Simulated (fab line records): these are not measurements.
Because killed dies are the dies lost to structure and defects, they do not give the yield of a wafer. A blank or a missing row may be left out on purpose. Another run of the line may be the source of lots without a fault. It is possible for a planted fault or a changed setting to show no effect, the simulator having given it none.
Matching of chambers | flow nand-harc | 4 sister chambers for NHARC_A_STAIRCASE_ETCH_169 on rie-diel-05
The step etches the open film in CH3F/O2, target depth 50 nm, time 107.1 s. 24 wafers are shown with their chamber, then 12 later ones without.

## EACH WAFER AND ITS CHAMBER
wafer  | chamber | showerhead-plenum-p-Torr (Torr) | rf-vpp-V (V) | throttle-valve-pct (%)
L074.2 | 0       | 2.35                            | 243.2        | 20.666
L074.5 | 2       | 2.49                            | 245.0        | 20.668
L074.6 | 1       | 2.53                            | 246.6        | 20.655
L079.1 | 3       | 2.34                            | 242.7        | 20.674
L079.2 | 1       | 2.53                            | 245.2        | 20.657
L079.4 | 2       | 2.49                            | 244.4        | 20.667
L078.2 | 2       | 2.49                            | 245.1        | 20.658
L078.4 | 3       | 2.34                            | 242.1        | 20.662
L078.6 | 2       | 2.49                            | 244.8        | 20.673
L081.3 | 0       | 2.35                            | 242.9        | 20.676
L081.4 | 1       | 2.52                            | 245.2        | 20.668
L081.6 | 1       | 2.52                            | 245.8        | 20.659
L084.2 | 0       | 2.35                            | 241.7        | 20.664
L084.3 | 3       | 2.34                            | 242.6        | 20.674
L084.5 | 2       | 2.49                            | 243.6        | 20.680
L083.4 | 1       | 2.52                            | 244.7        | 20.651
L083.5 | 0       | 2.35                            | 243.7        | 20.666
L083.6 | 1       | 2.52                            | 246.3        | 20.655
L085.4 | 3       | 2.34                            | 243.9        | 20.668
L085.5 | 2       | 2.49                            | 244.8        | 20.652
L085.6 | 1       | 2.52                            | 244.2        | 20.673
L086.2 | 0       | 2.34                            | 243.1        | 20.653
L086.3 | 1       | 2.52                            | 244.7        | 20.664
L086.5 | 1       | 2.52                            | 245.6        | 20.657

SIGNATURES (averages over the wafers above)
reading                  | chamber 0 | chamber 1 | chamber 2 | chamber 3 | scatter within a chamber
showerhead-plenum-p-Torr | 2.3480    | 2.5222    | 2.4900    | 2.3400    | 0.00343
rf-vpp-V                 | 242.920   | 245.367   | 244.617   | 242.825   | 0.722
throttle-valve-pct       | 20.66500  | 20.65989  | 20.66633  | 20.66950  | 0.00799
Rule: for each reading, subtract the chamber's mean from the wafer's reading, divide by that reading's scatter and square the result; add these up over the readings and take the root, which gives the wafer's distance from the chamber. The wafer belongs to the nearest chamber; if the next one is less than 2 further off, it can't be placed. The scatter: the root of (the sum of the squares of (reading less its chamber's mean) over the shown wafers, divided by (wafers less chambers)).

## WAFERS WITH NO CHAMBER GIVEN
wafer  | showerhead-plenum-p-Torr (Torr) | rf-vpp-V (V) | throttle-valve-pct (%)
L087.3 | 2.34                            | 241.4        | 20.673
L087.4 | 2.48                            | 245.2        | 20.657
L087.5 | 2.33                            | 241.0        | 20.668
L090.3 | 2.34                            | 241.7        | 20.673
L090.4 | 2.52                            | 247.0        | 20.665
L090.5 | 2.33                            | 241.9        | 20.656
L092.1 | 2.34                            | 241.8        | 20.666
L092.5 | 2.48                            | 242.5        | 20.646
L092.6 | 2.51                            | 244.1        | 20.661
L096.1 | 2.48                            | 246.7        | 20.663
L096.2 | 2.34                            | 241.9        | 20.666
L096.3 | 2.51                            | 246.2        | 20.664

## THE CHAMBER EACH PASSED THROUGH
wafer  | from the rows above     | in truth
L087.3 | can't be placed: 3 or 0 | 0
L087.4 | 2                       | 2
L087.5 | 3                       | 3
L090.3 | can't be placed: 3 or 0 | 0
L090.4 | 1                       | 1
L090.5 | can't be placed: 3 or 0 | 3
L092.1 | can't be placed: 3 or 0 | 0
L092.5 | 2                       | 2
L092.6 | can't be placed: 1 or 2 | 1
L096.1 | 2                       | 2
L096.2 | can't be placed: 3 or 0 | 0
L096.3 | 1                       | 1
Correct placement for 6 of the 12. These rows do not allow placing 6 (true chamber among the candidates in 6). Wrongly placed: 0.
